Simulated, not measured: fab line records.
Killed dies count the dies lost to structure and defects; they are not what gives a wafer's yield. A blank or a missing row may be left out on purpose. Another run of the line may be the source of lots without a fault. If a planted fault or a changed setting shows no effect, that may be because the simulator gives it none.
fab line records	flow n5-finfet
record: lots: 11	wafers: 32	last-day: 18
route steps=1938 shown BEOL_M2@844 BEOL_M4@1089 PASSIVATION@1936
lots untouched by any fault: they come from a run of this same line in which no faults occurred
start-h: the number of hours between the record's first day and the start of the first shown wafer of the lot	wait-h: time in hours since the lot's previous step	" unchanged from the row above	L1.1+2: several wafers, shown together as one row	- no value, or no start given	* or withheld: withheld	< > ~ a bound
route shown NAME@n: a module of which the file shows steps, and the number in the route of the first	usual: mean and standard deviation over wafers with no fault	same: alike in all rows	chamber/n: place in a boat	sites: per-site readings	_std_site: the values' standard deviation	_edge_site: outer sites' mean less inner sites'	radius-mm: how far each site lies from the wafer's centre	mask NAME#n: copy n	behind: the last tool/chamber to shape the wafer	hold: reason for holding the lot/hours on hold/outcome of the hold	device: transistor that didn't switch, given as n, p or np	end of line: the tests these same wafers got at the end of their route	a step with no rows: only its recipe	killed: not the wafer's yield, but the dies lost to structure and defects at the first sort	map: dies across one wafer; x = killed, . = not, _ = none there
set.NAME: setting as actually run; set.NAME@STEP: the setting as run at that earlier step	model.NAME: the simulator's own value behind a step, which no gauge read
a sample of lots followed through the steps of the route, with each step as a table and each wafer as a row
services: the hour from which a tool's chamber was out of use, counted from the record's first day as start-h (under 0 if before that day), plus the number of hours and why
== steps ==
step: N5_BEOL_M2_HM_DEP_02
recipe: material: TiN	target-thk-a: 200	temp-c: 25	chamber-pressure-pa: 0.49996
usual: throttle-valve-pct: 29.7/1.2
lot.wafer	tool	chamber	start-h	wait-h	throttle-valve-pct
L180.4	pvd-sputter-03	-	131.47	0.9	30.5
L180.5	"	-	"	"	30.4
L180.6	"	-	"	"	30.2
L181.2	pvd-sputter-02	-	138.71	0.9	31.2
L181.4	"	-	"	"	28.2
L181.6	"	-	"	"	29.0
L183.1	pvd-sputter-01	-	150.00	0.1	28.0
L183.2	"	-	"	"	29.7
L183.5	"	-	"	"	28.0
L184.2	pvd-sputter-01	-	156.32	0.2	30.0
L184.6	"	-	"	"	31.0
L187.2	pvd-sputter-01	-	189.72	0.0	28.1
L187.4	"	-	"	"	31.1
L187.5	"	-	"	"	28.3
L193.3	pvd-sputter-02	-	209.49	1.9	29.1
L193.4	"	-	"	"	31.1
L193.5	"	-	"	"	31.6
L194.2	pvd-sputter-03	-	217.32	0.1	31.0
L194.4	"	-	"	"	27.9
L194.5	"	-	"	"	28.0
L195.2	pvd-sputter-03	-	226.22	0.7	30.6
L195.3	"	-	"	"	27.9
L195.5	"	-	"	"	28.0
L198.1	pvd-sputter-03	-	241.40	0.1	30.8
L198.2	"	-	"	"	30.3
L198.3	"	-	"	"	30.0
L201.2	pvd-sputter-03	-	270.72	0.2	30.2
L201.3	"	-	"	"	30.3
L201.4	"	-	"	"	30.8
L203.2	pvd-sputter-02	-	275.03	0.4	31.2
L203.4	"	-	"	"	28.1
L203.5	"	-	"	"	29.0
step: N5_BEOL_M4_ANNEAL_82
recipe: temp-c: 400	time-s: 240	ambient: vacuum
usual: heater-power-w: 850/98
lot.wafer	tool	chamber	start-h	wait-h	heater-power-w
L180.4	pvd-sputter-01	-	177.55	0.0	813
L180.5	"	-	"	"	902
L180.6	"	-	"	"	806
L181.2	pvd-sputter-02	-	182.42	0.0	934
L181.4	"	-	"	"	780
L181.6	"	-	"	"	690
L183.1	pvd-sputter-01	-	184.50	0.0	938
L183.2	"	-	"	"	824
L183.5	"	-	"	"	797
L184.2	pvd-sputter-03	-	207.34	0.0	790
L184.6	"	-	"	"	717
L187.2	pvd-sputter-02	-	221.23	0.0	716
L187.4	"	-	"	"	800
L187.5	"	-	"	"	1097
L193.3	pvd-sputter-03	-	244.03	0.0	749
L193.4	"	-	"	"	885
L193.5	"	-	"	"	887
L194.2	pvd-sputter-02	-	254.23	0.0	928
L194.4	"	-	"	"	797
L194.5	"	-	"	"	797
L195.2	pvd-sputter-02	-	261.57	0.0	803
L195.3	"	-	"	"	680
L195.5	"	-	"	"	924
L198.1	pvd-sputter-01	-	281.60	0.0	808
L198.2	"	-	"	"	827
L198.3	"	-	"	"	883
L203.2	pvd-sputter-02	-	309.01	0.0	790
L203.4	"	-	"	"	705
L203.5	"	-	"	"	786
L201.2	pvd-sputter-03	-	309.25	0.0	882
L201.3	"	-	"	"	791
L201.4	"	-	"	"	741
step: N5_BEOL_M4_ANNEAL_89
recipe: temp-c: 400	time-s: 240	ambient: vacuum
usual: heater-power-w: 848/100
lot.wafer	tool	chamber	start-h	wait-h	heater-power-w
L180.4	pvd-sputter-01	-	177.99	0.0	851
L180.5	"	-	"	"	878
L180.6	"	-	"	"	792
L181.2	pvd-sputter-02	-	182.86	0.0	931
L181.4	"	-	"	"	782
L181.6	"	-	"	"	710
L183.1	pvd-sputter-01	-	184.94	0.0	919
L183.2	"	-	"	"	816
L183.5	"	-	"	"	808
L184.2	pvd-sputter-03	-	207.78	0.0	787
L184.6	"	-	"	"	745
L187.2	pvd-sputter-02	-	221.67	0.0	684
L187.4	"	-	"	"	787
L187.5	"	-	"	"	1073
L193.3	pvd-sputter-03	-	244.47	0.0	730
L193.4	"	-	"	"	881
L193.5	"	-	"	"	876
L194.2	pvd-sputter-02	-	254.67	0.0	919
L194.4	"	-	"	"	788
L194.5	"	-	"	"	788
L195.2	pvd-sputter-02	-	262.01	0.0	803
L195.3	"	-	"	"	704
L195.5	"	-	"	"	900
L198.1	pvd-sputter-01	-	282.04	0.0	794
L198.2	"	-	"	"	833
L198.3	"	-	"	"	888
L203.2	pvd-sputter-02	-	309.45	0.0	794
L203.4	"	-	"	"	696
L203.5	"	-	"	"	788
L201.2	pvd-sputter-03	-	309.69	0.0	884
L201.3	"	-	"	"	787
L201.4	"	-	"	"	739
step: N5_BEOL_M4_INSPECT_59
recipe: inspect-instrument: darkfield	mode: post-dep
usual: raw-defect-count: 68/24
lot.wafer	tool	chamber	start-h	wait-h	raw-defect-count
L180.4	defect-inspect-02	-	179.87	0.0	67
L180.5	"	-	"	"	40
L180.6	"	-	"	"	57
L181.2	defect-inspect-02	-	185.23	0.0	188
L181.4	"	-	"	"	77
L181.6	"	-	"	"	84
L183.1	defect-inspect-01	-	187.08	0.0	97
L183.2	"	-	"	"	78
L183.5	"	-	"	"	53
L184.2	defect-inspect-02	-	209.94	0.0	79
L184.6	"	-	"	"	36
L187.2	defect-inspect-02	-	223.54	0.0	43
L187.4	"	-	"	"	47
L187.5	"	-	"	"	73
L193.3	defect-inspect-01	-	246.48	0.0	130
L193.4	"	-	"	"	52
L193.5	"	-	"	"	70
L194.2	defect-inspect-02	-	256.55	0.0	105
L194.4	"	-	"	"	81
L194.5	"	-	"	"	76
L195.2	defect-inspect-01	-	263.90	0.0	41
L195.3	"	-	"	"	56
L195.5	"	-	"	"	75
L198.1	defect-inspect-01	-	283.92	0.0	93
L198.2	"	-	"	"	59
L198.3	"	-	"	"	64
L203.2	defect-inspect-02	-	311.32	0.0	93
L203.4	"	-	"	"	69
L203.5	"	-	"	"	60
L201.2	defect-inspect-01	-	311.86	0.0	50
L201.3	"	-	"	"	35
L201.4	"	-	"	"	41
step: N5_BEOL_M4_RC_MEAS_101
usual: DIBL_N: 36.0/1.9	DIBL_P: 36.0/2.1	IOFF_N: 0.155/0.029	IOFF_P: 0.20/0.032	ION_N: 672/11	ION_P: 461/6.9	SERP_M2_max_site: 206/18	SS_N: 71.5/0.58	SS_P: 73.2/0.64	VT_N: 250.4/2.9	VT_P: -251.0/2.8
lot.wafer	tool	chamber	start-h	wait-h	DIBL_N[mV/V]	DIBL_P[mV/V]	IOFF_N[nA/um]	IOFF_P[nA/um]	ION_N[uA/um]	ION_P[uA/um]	SERP_M2_max_site[ohm/um]	SS_N[mV/dec]	SS_P[mV/dec]	VT_N[mV]	VT_P[mV]
L180.4	prober-02	0	180.36	0.5	34.5	33.8	0.124	0.16	676	455	236	70.4	72.2	254.2	-256.0
L180.5	"	0	"	"	35.0	35.0	0.131	0.17	659	446	248	71.1	72.5	253.3	-252.8
L180.6	"	0	"	"	35.1	34.7	0.136	0.16	661	451	215	70.7	72.9	251.9	-257.8
L181.2	prober-02	0	185.41	0.2	36.5	35.3	0.129	0.19	654	452	216	71.4	73.9	254.5	-251.4
L181.4	"	0	"	"	34.5	33.6	0.114	0.18	672	470	208	71.0	72.9	254.6	-251.4
L181.6	"	0	"	"	34.4	33.3	0.112	0.17	666	462	233	70.8	72.3	254.9	-253.8
L183.1	prober-02	0	187.11	0.0	38.1	39.4	0.192	0.26	696	475	179	71.6	74.1	247.3	-244.9
L183.2	"	0	"	"	39.6	40.4	0.218	0.27	682	466	197	72.0	73.4	244.8	-248.1
L183.5	"	0	"	"	39.5	39.7	0.213	0.27	705	478	195	71.0	73.7	247.4	-247.3
L184.2	prober-01	0	210.12	0.2	34.8	34.1	0.124	0.19	666	460	239	71.1	72.9	252.0	-249.1
L184.6	"	0	"	"	36.1	35.2	0.143	0.20	660	460	218	71.8	73.1	251.5	-249.3
L187.2	prober-02	0	223.72	0.2	37.7	38.7	0.197	0.25	671	459	207	72.4	73.5	246.4	-249.8
L187.4	"	0	"	"	36.1	36.5	0.157	0.22	675	459	~5.4054e+05	71.7	74.0	251.4	-250.4
L187.5	"	0	"	"	38.0	38.1	0.179	0.23	665	453	~5.4054e+05	72.1	73.7	249.0	-251.9
L193.3	prober-01	0	246.81	0.3	35.9	36.1	0.174	0.21	683	463	204	71.9	73.4	245.5	-251.0
L193.4	"	0	"	"	34.2	34.0	0.141	0.17	652	451	219	71.5	73.0	252.5	-252.2
L193.5	"	0	"	"	37.2	36.8	0.195	0.22	689	462	214	72.0	74.3	247.2	-251.3
L194.2	prober-01	0	256.73	0.2	35.7	35.4	0.163	0.23	669	469	193	70.7	73.5	247.3	-248.7
L194.4	"	0	"	"	33.4	32.3	0.118	0.18	667	465	207	70.2	73.1	252.6	-250.8
L194.5	"	0	"	"	33.0	32.2	0.117	0.18	662	467	197	70.9	72.9	249.7	-249.4
L195.2	prober-01	0	264.08	0.2	36.6	38.4	0.167	0.22	683	465	203	71.1	73.3	248.6	-251.8
L195.3	"	0	"	"	35.1	36.3	0.144	0.18	680	463	228	71.1	73.1	249.2	-254.8
L195.5	"	0	"	"	34.9	36.3	0.143	0.19	673	463	232	71.4	72.7	248.6	-253.8
L198.1	prober-02	0	283.94	0.0	36.7	37.7	0.173	0.23	684	470	198	71.7	73.8	248.6	-248.9
L198.2	"	0	"	"	37.2	38.2	0.186	0.24	669	460	211	71.4	74.2	245.9	-247.8
L198.3	"	0	"	"	38.1	40.4	0.202	0.28	688	475	202	72.0	74.6	245.9	-245.5
L203.2	prober-01	0	311.51	0.2	37.5	36.0	0.179	0.23	672	465	198	71.6	73.9	248.6	-246.8
L203.4	"	0	"	"	35.8	34.7	0.147	0.20	678	460	188	71.1	72.9	251.6	-250.3
L203.5	"	0	"	"	38.0	36.4	0.173	0.24	657	450	192	71.5	73.8	248.6	-252.1
L201.2	prober-02	0	312.04	0.2	33.6	33.1	0.130	0.18	675	467	212	71.5	72.1	250.5	-250.3
L201.3	"	0	"	"	32.7	32.2	0.124	0.17	673	464	202	70.7	72.4	255.6	-251.7
L201.4	"	0	"	"	34.6	33.9	0.132	0.19	656	457	213	70.9	72.7	253.0	-251.1
step: N5_PASSIVATION_PROBE_49
usual: defect-limited-yield: 91.0/1.5	killed_at_M0_to_M3: 33/9.4	killed_at_M4_up: 14/4.8	killed-at-contacts: 13/7.3	killed-at-front-end: 43/13	killed-at-other: 3.6/2.9	killed-dies: 106/18	killed-open: 69/13	killed-short: 35/8.2	sort_bin_5_function: 5.3/1	sort_bin_6_memory: 3.3/0.68	sort-n-pass: 1074/18	sort-yield-pct: 91.0/1.5
same: gross-dies: 1180	killed-at-back-side: 0	sort_bin_4_leakage[%]: 0	sort_bin_8_speed[%]: 0
lot.wafer	tool	chamber	start-h	wait-h	defect-limited-yield[%]	killed_at_M0_to_M3	killed_at_M4_up	killed-at-contacts	killed-at-front-end	killed-at-other	killed-dies	killed-open	killed-short	sort_bin_5_function[%]	sort_bin_6_memory[%]	sort-n-pass	sort-yield-pct[%]
L187.2	prober-02	-	343.15	0.1	87.5	78	10	26	26	7	147	69	39	9.1	2.9	1033	87.5
L187.4	prober-02	-	343.25	0.2	89.5	49	3	13	57	2	124	60	48	6.0	3.6	1056	89.5
L187.5	prober-02	-	343.30	0.2	78.9	185	2	19	35	8	249	46	42	17.5	2.8	931	78.9
killed by level:class
L187.2 BEOL_M2:area-open=36 MOL_CONTACT_COAG:geometric-particle:open=16 BEOL_M0_SAQP:geometric-particle:open=14 MOL_CONTACT_COAG:geometric-particle:short=10 FIN_SAQP:geometric-particle:open=8 FIN_SAQP:geometric-particle:short=7 BEOL_M1:geometric-particle:open=6 BEOL_M0:geometric-particle:short=6
L187.4 STI_FIN_REVEAL:geometric-particle:open=14 BEOL_M2:area-open=12 FIN_SAQP:geometric-particle:short=11 MOL_CONTACT_COAG:geometric-particle:open=10 FIN_SAQP:geometric-particle:open=9 BEOL_M1:geometric-particle:open=9 BEOL_M0_SAQP:geometric-particle:short=9 BEOL_M0_SAQP:geometric-particle:open=7
L187.5 BEOL_M2:area-open=160 MOL_CONTACT_COAG:geometric-particle:open=14 STI_FIN_REVEAL:geometric-particle:open=12 BEOL_M0:geometric-particle:short=9 MOL_CONTACT_COAG:geometric-particle:short=5 BEOL_M1:geometric-particle:open=5 SPACER0:geometric-particle:short=4 FIN_SAQP:geometric-particle:short=3
== services ==
tool	chamber	start-h	hours	kind
pvd-sputter-03	-	137.72	2.9	repair
pvd-sputter-03	-	164.10	7.1	repair
pvd-sputter-02	-	288.76	8.9	repair
== key ==
first-sign: step: N5_BEOL_M4_RC_MEAS_101	reading: SERP_M2_max_site	direction: up	sigmas: 99+	usual: 206	struck: ~3.6043e+05	wafers-moved: 2
effect: step: N5_PASSIVATION_PROBE_49	reading: killed_at_M0_to_M3	direction: up	sigmas: 7.5	usual: 33	struck: 104	wafers-moved: 2
more-kills-born-at: N5_BEOL_M2_HM_OPEN_17@rie-metal-03: 208
met-at N5_BEOL_M2_HM_DEP_02
struck-lots L187
not-acting-at N5_BEOL_M4_ANNEAL_82,N5_BEOL_M4_ANNEAL_89,N5_BEOL_M4_INSPECT_59
onset-between 156.32 189.72
fault: kind: process-parameter-drift	tool: pvd-sputter-01	chamber: -	onset-h: 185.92	steps: N5_BEOL_M2_HM_DEP_02	channel: target-thk-a	offset: *	shape: step	acts-in: *	stated: *
